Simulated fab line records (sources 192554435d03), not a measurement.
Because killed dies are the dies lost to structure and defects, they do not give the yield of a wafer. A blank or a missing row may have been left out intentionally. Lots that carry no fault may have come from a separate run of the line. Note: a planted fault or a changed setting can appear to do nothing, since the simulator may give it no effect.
fab line records	flow n5-finfet	part 2 of 2: steps 5 to 6 of 6
record: lots: 23	wafers: 69	last-day: 19
route steps=1938 shown SD_EPI_N@279 SD_EPI_P@306 SD_ACTIVATION@330
lots with no fault: from the same line, run without faults
start-h: the number of hours between the record's first day and the start of the first shown wafer of the lot	wait-h: time in hours since the lot's previous step	" as in the row above	L1.1+2: a row that stands for several wafers	- no value present, or no start provided	* or withheld: withheld	< > ~ a bound
route shown NAME@n: a module of which the file shows steps, and the number in the route of the first	usual: average and standard deviation across the fault-free wafers	same: alike in all rows	chamber/n: place in a boat	sites: the reading at each site	_std_site: standard deviation of those values	_edge_site: the outer-site mean with the inner-site mean subtracted	radius-mm: how far each site lies from the wafer's centre	mask NAME#n: copy n	behind: the most recent tool/chamber to have shaped the wafer	hold: reason for holding the lot/hours on hold/outcome of the hold	device: the transistor (n, p or np) that didn't switch	end of line: the same wafers' tests at the end of the route	step lacking rows: just its recipe	killed: count of dies lost to structure and defects at first sort (not the wafer's yield)	map: the dies of a wafer, with x for killed, . for not killed, _ for no die there
set.NAME: setting as actually run; set.NAME@STEP: the setting as run at that earlier step	model.NAME: the simulator's own value behind a step, which no gauge read
the route's steps for a sample of lots (tables are steps, rows are wafers)
services: from which hour (start-h, from the record's first day; less than 0 if before it) a tool's chamber was out of use, for how many hours, and why
== steps ==
step: N5_SD_ACTIVATION_RTA_00
recipe: temp-c: 975	time-s: 0	ambient: N2	idle-temp-c: 600	ramp-up-c-per-s: 150	ramp-down-c-per-s: 60	cool-to-c: 600
usual: lamp-power-pct: 8.95/0.053	lamp_zone_4_pct: 8.951/0.026	wafer_temp_C_max: 974.8/1.8
lot.wafer	tool	chamber	start-h	wait-h	lamp-power-pct	lamp_zone_4_pct	wafer_temp_C_max
L074.1	rtp-anneal-01	0	57.91	0.0	8.87	8.975	973.9
L074.4	"	0	"	"	8.90	8.970	974.1
L074.6	"	0	"	"	9.02	8.984	969.7
L075.2	rtp-anneal-02	0	66.53	0.1	8.93	8.928	978.6
L075.3	"	0	"	"	9.02	9.014	973.1
L075.5	"	0	"	"	8.98	8.986	974.7
L076.1	rtp-anneal-02	0	69.42	0.1	8.95	8.941	970.9
L076.2	"	0	"	"	8.86	8.956	974.2
L076.4	"	0	"	"	9.01	8.956	975.6
L077.3	rtp-anneal-02	0	75.79	0.1	8.99	8.974	973.6
L077.5	"	0	"	"	8.90	8.961	973.2
L077.6	"	0	"	"	8.94	8.975	972.7
L078.1	rtp-anneal-02	0	82.10	0.2	8.99	8.946	975.6
L078.5	"	0	"	"	9.08	8.911	974.4
L078.6	"	0	"	"	8.90	8.945	975.3
L079.4	rtp-anneal-02	0	85.85	0.2	8.93	8.945	973.4
L079.5	"	0	"	"	8.96	8.970	975.6
L079.6	"	0	"	"	9.04	8.943	979.3
L080.1	rtp-anneal-02	0	93.63	0.0	8.93	8.947	976.0
L080.3	"	0	"	"	8.95	8.995	974.2
L080.6	"	0	"	"	8.92	8.921	977.5
L081.2	rtp-anneal-01	0	99.40	0.1	8.95	8.982	974.6
L081.4	"	0	"	"	9.11	8.940	974.8
L081.5	"	0	"	"	9.02	8.901	974.6
L082.1	rtp-anneal-02	0	107.19	0.0	8.92	8.931	972.4
L082.2	"	0	"	"	8.97	8.993	975.6
L082.4	"	0	"	"	9.01	8.967	976.7
L083.1	rtp-anneal-02	0	111.78	0.0	9.01	8.982	973.9
L083.3	"	0	"	"	8.92	8.963	976.7
L083.5	"	0	"	"	8.91	8.984	975.4
L084.4	rtp-anneal-02	0	118.00	0.1	8.86	8.941	977.2
L084.5	"	0	"	"	9.02	8.941	974.3
L084.6	"	0	"	"	8.92	8.970	976.2
L085.2	rtp-anneal-01	0	125.57	0.1	8.90	9.003	976.0
L085.5	"	0	"	"	8.94	8.949	979.7
L085.6	"	0	"	"	8.98	8.952	975.9
L086.2	rtp-anneal-01	0	134.18	0.1	9.05	8.968	975.5
L086.5	"	0	"	"	8.98	8.963	976.1
L086.6	"	0	"	"	8.91	8.966	974.2
L087.4	rtp-anneal-02	0	136.23	0.3	8.93	8.948	976.5
L087.5	"	0	"	"	8.91	8.977	976.6
L087.6	"	0	"	"	9.01	8.886	972.6
L088.1	rtp-anneal-01	0	142.52	0.0	9.01	8.932	975.6
L088.2	"	0	"	"	9.10	8.920	973.6
L088.4	"	0	"	"	9.07	8.977	974.6
L089.1	rtp-anneal-02	0	148.69	0.0	8.90	8.899	975.1
L089.5	"	0	"	"	9.00	8.986	973.5
L089.6	"	0	"	"	8.97	8.940	976.5
L090.1	rtp-anneal-01	0	158.22	0.0	8.98	8.912	973.6
L090.4	"	0	"	"	8.94	8.933	971.7
L090.6	"	0	"	"	8.96	8.974	974.1
L091.2	rtp-anneal-02	0	160.35	0.1	8.89	8.981	976.6
L091.3	"	0	"	"	8.99	8.926	976.1
L091.6	"	0	"	"	9.08	8.965	973.5
L092.1	rtp-anneal-01	0	166.34	0.1	8.92	8.947	973.3
L092.2	"	0	"	"	8.88	8.942	976.2
L092.3	"	0	"	"	8.93	8.910	975.1
L093.2	rtp-anneal-02	0	174.01	0.1	8.96	8.946	971.4
L093.3	"	0	"	"	8.96	8.958	975.9
L093.4	"	0	"	"	9.02	8.939	976.3
L094.2	rtp-anneal-02	0	178.89	0.1	9.05	8.927	977.2
L094.3	"	0	"	"	9.02	8.948	975.4
L094.4	"	0	"	"	8.89	8.969	975.4
L095.1	rtp-anneal-01	0	182.57	0.0	8.96	9.008	973.7
L095.4	"	0	"	"	8.92	8.962	973.1
L095.5	"	0	"	"	9.00	8.968	976.7
L097.3	rtp-anneal-02	0	195.56	0.2	8.95	8.937	970.0
L097.4	"	0	"	"	8.97	8.919	973.6
L097.5	"	0	"	"	8.99	8.940	975.2
step: N5_SD_ACTIVATION_RS_MEAS_03
recipe: thk-meas-gauge: four-point-probe
usual: RS_SD_N: 21.9/0.31	RS_SD_P: 56.0/0.99
lot.wafer	tool	chamber	start-h	wait-h	RS_SD_N[ohm/sq]	RS_SD_P[ohm/sq]
L074.1	film-metro-01	-	58.34	0.2	21.9	56.4
L074.4	"	-	"	"	21.7	55.7
L074.6	"	-	"	"	21.7	55.5
L075.2	film-metro-02	-	66.92	0.2	21.6	57.7
L075.3	"	-	"	"	21.6	57.2
L075.5	"	-	"	"	21.8	57.6
L076.1	film-metro-01	-	69.82	0.2	22.8	56.0
L076.2	"	-	"	"	22.0	56.1
L076.4	"	-	"	"	21.9	55.8
L077.3	film-metro-02	-	76.17	0.2	21.7	54.5
L077.5	"	-	"	"	21.4	54.5
L077.6	"	-	"	"	21.5	55.3
L078.1	film-metro-02	-	82.50	0.2	22.2	56.4
L078.5	"	-	"	"	21.8	56.5
L078.6	"	-	"	"	22.3	56.5
L079.4	film-metro-02	-	86.23	0.1	22.3	56.7
L079.5	"	-	"	"	21.8	57.1
L079.6	"	-	"	"	22.0	56.3
L080.1	film-metro-02	-	94.03	0.2	21.5	56.0
L080.3	"	-	"	"	21.7	56.4
L080.6	"	-	"	"	21.6	55.8
L081.2	film-metro-01	-	99.80	0.2	22.1	55.3
L081.4	"	-	"	"	22.1	55.6
L081.5	"	-	"	"	21.8	56.0
L082.1	film-metro-01	-	107.60	0.2	22.2	56.2
L082.2	"	-	"	"	21.6	56.7
L082.4	"	-	"	"	22.0	56.5
L083.1	film-metro-01	-	112.18	0.2	21.7	55.9
L083.3	"	-	"	"	21.4	55.8
L083.5	"	-	"	"	22.0	55.5
L084.4	film-metro-01	-	118.37	0.1	21.6	54.7
L084.5	"	-	"	"	21.7	55.4
L084.6	"	-	"	"	21.6	55.2
L085.2	film-metro-01	-	125.98	0.2	21.4	54.9
L085.5	"	-	"	"	21.5	54.8
L085.6	"	-	"	"	21.7	55.4
L086.2	film-metro-01	-	134.59	0.2	22.0	57.5
L086.5	"	-	"	"	21.9	56.8
L086.6	"	-	"	"	21.8	57.8
L087.4	film-metro-02	-	136.63	0.2	21.5	53.6
L087.5	"	-	"	"	21.9	53.8
L087.6	"	-	"	"	21.2	54.4
L088.1	film-metro-01	-	142.92	0.2	22.1	57.5
L088.2	"	-	"	"	21.8	58.2
L088.4	"	-	"	"	22.3	57.8
L089.1	film-metro-01	-	149.09	0.2	21.9	56.1
L089.5	"	-	"	"	22.0	55.7
L089.6	"	-	"	"	22.1	55.5
L090.1	film-metro-01	-	158.62	0.2	21.7	53.8
L090.4	"	-	"	"	22.2	55.1
L090.6	"	-	"	"	21.6	55.5
L091.2	film-metro-02	-	160.74	0.2	22.2	56.5
L091.3	"	-	"	"	22.4	56.6
L091.6	"	-	"	"	21.8	56.3
L092.1	film-metro-02	-	166.75	0.2	22.0	55.7
L092.2	"	-	"	"	22.0	56.9
L092.3	"	-	"	"	21.7	55.4
L093.2	film-metro-02	-	174.40	0.2	21.5	57.1
L093.3	"	-	"	"	21.3	56.5
L093.4	"	-	"	"	21.4	56.2
L094.2	film-metro-01	-	179.29	0.2	21.9	56.3
L094.3	"	-	"	"	22.2	56.8
L094.4	"	-	"	"	22.5	55.7
L095.1	film-metro-01	-	182.98	0.2	22.1	55.6
L095.4	"	-	"	"	21.8	55.9
L095.5	"	-	"	"	21.6	55.4
L097.3	film-metro-01	-	195.94	0.2	21.8	58.0
L097.4	"	-	"	"	21.6	57.3
L097.5	"	-	"	"	21.8	57.2
== services ==
tool	chamber	start-h	hours	kind
rie-diel-01	0	34.40	-	clean
rie-diel-01	0	34.40	-	consumable-replace:focus-ring
rie-diel-06	-	45.53	2.8	pm
plasma-asher-02	-	51.57	0.5	repair
rie-diel-02	-	66.97	0.4	repair
rie-diel-06	0	73.05	1.6	repair
rie-diel-01	1	80.56	2.8	repair
rie-diel-06	3	89.40	2.9	repair
rie-diel-01	1	108.62	3.8	repair
rie-diel-06	1	109.79	12.2	repair
rie-diel-04	2	111.08	2.3	repair
rie-diel-04	0	114.22	9.2	repair
rie-diel-05	1	122.72	2.8	repair
rie-diel-04	0	124.38	7.7	repair
rie-diel-03	0	133.02	5.2	repair
rie-diel-02	-	137.37	2.8	pm
rie-diel-02	3	140.90	6.3	repair
rie-diel-04	3	151.07	9.0	repair
rie-diel-03	2	172.34	8.9	repair
rie-diel-02	-	174.85	0.5	repair
rie-diel-01	2	175.04	8.4	repair
rie-diel-02	1	176.31	7.1	repair
rie-diel-02	0	177.64	1.8	repair
rie-diel-01	2	193.75	29.0	repair
